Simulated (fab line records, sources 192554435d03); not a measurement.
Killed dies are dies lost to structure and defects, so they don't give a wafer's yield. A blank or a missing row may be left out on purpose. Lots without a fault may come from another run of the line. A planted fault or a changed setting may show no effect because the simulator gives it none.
fab line records | flow n5_finfet | part 2 of 2: steps 44 to 44 of 44
record lots=6 wafers=18 last_day=17
route steps=1938 shown SD_EPI_N@276 SD_EPI_P@295 PASSIVATION@1936
lots that met no fault: from a run of the same line without faults
start_h: hours from the record's first day to the start of the lot's first wafer shown | wait_h: hours since the lot's step before | " the same as in the row above | L1.1+2: a row that stands for several wafers | - no value, or no start given | * or withheld: withheld | < > ~ a bound
route shown NAME@n: a module of which the file shows steps, and the number in the route of the first | usual: mean/standard deviation of fault-free wafers | same: alike in all rows | chamber/n: place in a boat | sites: the reading at each site | _std_site: their standard deviation | _edge_site: outer sites' mean less inner sites' | radius_mm: how far each site lies from the wafer's centre | mask NAME#n: copy n | behind: the tool/chamber that last shaped the wafer | hold: why the lot was held/for how many hours/how that ended | device: the transistor (n, p or np) that didn't switch | end of line: the same wafers' tests at the end of the route | a step without rows: its recipe alone | killed: dies lost to structure and defects at the first sort, not the wafer's yield | map: a wafer's dies, x killed, . not, _ none there
set.NAME: the setting as run; set.NAME@STEP: as run at that earlier step | model.NAME: the simulator's own value behind a step, which no gauge read
lots at some steps of the route; a table a step, a row a wafer
services: from which hour (start_h, from the record's first day; less than 0 if before it) a tool's chamber was out of use, for how many hours, and why
## steps
# step N5_PASSIVATION_PROBE_49
# usual killed_at_M0_to_M3=32/9.7 killed_at_M4_up=14/5.3 killed_at_contacts=11/6 killed_at_front_end=39/14 killed_at_other=3.3/2.7 killed_dies=100/17 killed_open=66/13 killed_short=32/7.4
# same gross_dies=1180 killed_at_back_side=0
# columns lot.wafer tool chamber start_h wait_h killed_at_M0_to_M3 killed_at_M4_up killed_at_contacts killed_at_front_end killed_at_other killed_dies killed_open killed_short
L271.2 prober-02 - 277.77 0.1 29 14 14 26 1 84 54 30
L271.4 prober-02 - 277.87 0.2 69 14 7 28 0 118 79 35
L271.5 prober-02 - 277.92 0.2 36 15 11 47 1 110 67 42
L274.1 prober-02 - 287.97 0.0 37 17 5 50 0 109 52 50
L274.4 prober-02 - 288.12 0.2 29 12 8 32 2 83 55 26
L274.6 prober-02 - 288.22 0.3 27 13 18 74 2 134 78 51
L284.3 prober-01 - 342.84 0.1 22 12 15 40 3 92 46 46
L284.4 prober-01 - 342.89 0.2 20 13 22 31 5 91 64 27
L284.5 prober-01 - 342.94 0.2 28 9 25 35 5 102 73 29
L285.2 prober-02 - 355.61 0.1 32 10 20 36 0 98 66 31
L285.4 prober-02 - 355.71 0.2 30 8 13 49 3 103 64 39
L285.6 prober-02 - 355.81 0.3 28 9 15 37 2 91 68 21
L291.1 prober-02 - 392.28 0.0 57 10 11 49 2 129 85 38
L291.4 prober-02 - 392.43 0.2 46 18 9 71 1 145 86 58
L291.6 prober-02 - 392.53 0.3 51 12 3 71 3 140 84 52
L290.2 prober-01 - 397.31 0.1 22 18 5 42 3 90 57 32
L290.3 prober-01 - 397.36 0.1 26 14 7 44 2 93 56 36
L290.4 prober-01 - 397.41 0.2 27 12 8 29 2 78 46 30
# killed by level:class
L271.2 FIN_SAQP:geometric_particle:open=10 MOL_CONTACT_COAG:geometric_particle:open=9 DUMMY_GATE:geometric_particle:open=7 BEOL_M1:geometric_particle:open=7 BEOL_M0_SAQP:geometric_particle:open=6 BEOL_M5:geometric_particle:short=6 MOL_CONTACT_COAG:geometric_particle:short=5 BEOL_M0_SAQP:geometric_particle:short=5
L271.4 BEOL_M2:geometric_particle:open=20 BEOL_M0_SAQP:geometric_particle:short=12 BEOL_M0_SAQP:geometric_particle:open=11 BEOL_M1:geometric_particle:open=7 BEOL_M3:geometric_particle:open=7 DUMMY_GATE:geometric_particle:open=6 MOL_CONTACT_COAG:geometric_particle:open=6 BEOL_M2:geometric_particle:short=5
L271.5 FIN_SAQP:geometric_particle:open=17 FIN_SAQP:geometric_particle:short=10 BEOL_M0_SAQP:geometric_particle:short=10 BEOL_M2:geometric_particle:open=9 MOL_CONTACT_COAG:geometric_particle:open=8 BEOL_M0_SAQP:geometric_particle:open=8 DUMMY_GATE:geometric_particle:open=6 STI_FIN_REVEAL:geometric_particle:open=5
L274.1 FIN_SAQP:geometric_particle:short=16 BEOL_M0_SAQP:geometric_particle:short=12 BEOL_M0_SAQP:geometric_particle:open=12 GATE_CUT:geometric_particle:short=9 STI_FIN_REVEAL:geometric_particle:open=6 BEOL_M3:geometric_particle:open=5 HKMG_FIN:area_etch=5 FIN_SAQP:geometric_particle:open=4
L274.4 BEOL_M0_SAQP:geometric_particle:open=7 BEOL_M4:geometric_particle:open=7 MOL_CONTACT_COAG:geometric_particle:open=6 BEOL_M2:geometric_particle:open=6 BEOL_M3:geometric_particle:open=6 FIN_SAQP:geometric_particle:short=5 GATE_CUT:geometric_particle:open=5 GATE_CUT:geometric_particle:short=5
L274.6 STI_FIN_REVEAL:geometric_particle:open=25 FIN_SAQP:geometric_particle:short=14 MOL_CONTACT_COAG:geometric_particle:open=13 FIN_SAQP:geometric_particle:open=8 BEOL_M0_SAQP:geometric_particle:open=8 STI_FIN_REVEAL:geometric_particle:short=6 BEOL_M0_SAQP:geometric_particle:short=6 MOL_CONTACT_COAG:geometric_particle:short=5
L284.3 FIN_SAQP:geometric_particle:short=12 GATE_CUT:geometric_particle:short=11 MOL_CONTACT_COAG:geometric_particle:open=9 BEOL_M2:geometric_particle:open=6 MOL_CONTACT_COAG:geometric_particle:short=6 BEOL_M2:geometric_particle:short=4 BEOL_M3:geometric_particle:open=4 BEOL_M8:geometric_particle:open=4
L284.4 MOL_CONTACT_COAG:geometric_particle:open=19 STI_FIN_REVEAL:geometric_particle:open=5 DUMMY_GATE:geometric_particle:open=4 BEOL_M2:geometric_particle:open=4 BEOL_M3:geometric_particle:open=4 BEOL_M4:geometric_particle:open=4 PAD_METAL:geometric_particle:open=4 STARTING-WAFER:geometric_particle:open=4
L284.5 MOL_CONTACT_COAG:geometric_particle:open=21 BEOL_M2:geometric_particle:open=12 FIN_SAQP:geometric_particle:open=8 BEOL_M0_SAQP:geometric_particle:short=6 BEOL_M4:geometric_particle:open=4 FIN_SAQP:geometric_particle:short=4 MOL_CONTACT_COAG:geometric_particle:short=4 BEOL_M1:geometric_particle:open=4
L285.2 MOL_CONTACT_COAG:geometric_particle:open=16 BEOL_M0_SAQP:geometric_particle:open=10 STI_FIN_REVEAL:geometric_particle:open=9 BEOL_M2:geometric_particle:open=9 BEOL_M0_SAQP:geometric_particle:short=7 STARTING-WAFER:geometric_particle:short=6 BEOL_M4:geometric_particle:open=6 FIN_SAQP:geometric_particle:short=4
L285.4 STI_FIN_REVEAL:geometric_particle:open=23 BEOL_M0_SAQP:geometric_particle:open=11 BEOL_M0_SAQP:geometric_particle:short=11 STI_FIN_REVEAL:geometric_particle:short=9 MOL_CONTACT_COAG:geometric_particle:open=8 MOL_CONTACT_COAG:geometric_particle:short=5 BEOL_M3:geometric_particle:open=4 FIN_SAQP:geometric_particle:open=3
L285.6 STI_FIN_REVEAL:geometric_particle:open=14 MOL_CONTACT_COAG:geometric_particle:open=14 BEOL_M0_SAQP:geometric_particle:open=11 FIN_SAQP:geometric_particle:open=6 BEOL_M0_SAQP:geometric_particle:short=6 BEOL_M4:geometric_particle:open=6 FIN_SAQP:geometric_particle:short=4 BEOL_M2:geometric_particle:open=4
L291.1 FIN_SAQP:geometric_particle:open=20 BEOL_M0_SAQP:geometric_particle:open=17 BEOL_M0_SAQP:geometric_particle:short=16 BEOL_M3:geometric_particle:open=14 MOL_CONTACT_COAG:geometric_particle:open=8 FIN_SAQP:geometric_particle:short=6 STI_FIN_REVEAL:geometric_particle:open=4 STARTING-WAFER:geometric_particle:open=4
L291.4 FIN_SAQP:geometric_particle:open=27 FIN_SAQP:geometric_particle:short=16 BEOL_M0_SAQP:geometric_particle:short=14 BEOL_M0_SAQP:geometric_particle:open=12 GATE_CUT:geometric_particle:short=9 STI_FIN_REVEAL:geometric_particle:open=7 BEOL_M2:geometric_particle:open=7 MOL_CONTACT_COAG:geometric_particle:open=6
L291.6 FIN_SAQP:geometric_particle:open=18 BEOL_M0_SAQP:geometric_particle:short=17 BEOL_M0_SAQP:geometric_particle:open=13 FIN_SAQP:geometric_particle:short=11 STI_FIN_REVEAL:geometric_particle:open=11 BEOL_M1:geometric_particle:open=8 DUMMY_GATE:geometric_particle:open=5 ILD0:geometric_particle:open=5
L290.2 BEOL_M4:geometric_particle:open=10 BEOL_M3:geometric_particle:open=8 FIN_SAQP:geometric_particle:short=7 DUMMY_GATE:geometric_particle:open=7 FIN_SAQP:geometric_particle:open=6 BEOL_M0_SAQP:geometric_particle:short=6 ILD0:geometric_particle:open=5 MOL_CONTACT_COAG:geometric_particle:open=4
L290.3 STI_FIN_REVEAL:geometric_particle:open=9 BEOL_M3:geometric_particle:open=8 FIN_SAQP:geometric_particle:open=6 BEOL_M0_SAQP:geometric_particle:short=6 BEOL_M4:geometric_particle:open=6 FIN_SAQP:geometric_particle:short=4 STI_FIN_REVEAL:geometric_particle:short=4 DUMMY_GATE:geometric_particle:open=4
L290.4 MOL_CONTACT_COAG:geometric_particle:open=8 BEOL_M3:geometric_particle:open=7 FIN_SAQP:geometric_particle:short=6 BEOL_M0_SAQP:geometric_particle:short=6 FIN_SAQP:geometric_particle:open=4 STI_FIN_REVEAL:geometric_particle:open=4 DUMMY_GATE:geometric_particle:open=3 DUMMY_GATE:geometric_particle:short=3
## services
# columns tool chamber start_h hours kind
rie_diel-04 - 41.41 0.5 repair
rie_diel-04 3 42.13 4.5 repair
rie_si-06 3 43.56 2.7 repair
epi_rpcvd-04 - 45.89 1.1 repair
rie_diel-04 1 53.27 13.5 repair
ald_sin-02 1 56.56 12.0 repair
ald_sin-04 3 56.58 13.4 repair
rie_si-06 3 63.20 9.4 repair
rie_si-03 0 63.89 4.9 repair
ald_sin-02 - 69.06 6.0 pm
rie_diel-05 0 77.23 7.1 repair
ald_sin-02 - 88.84 0.5 repair
rie_diel-01 1 94.09 2.9 repair
rie_diel-04 2 97.38 9.7 repair
wet_bench-02 - 101.00 2.9 repair
rie_si-06 2 119.39 14.2 repair
rie_diel-05 0 122.16 10.0 repair
rie_si-02 1 129.06 2.3 repair
rie_si-06 - 131.07 2.8 pm
rie_diel-04 3 146.43 9.5 repair
rie_si-03 1 150.75 21.8 repair
rie_diel-01 - 178.16 0.7 repair
epi_rpcvd-03 - 179.89 0.9 repair
rie_diel-06 1 181.26 7.0 repair
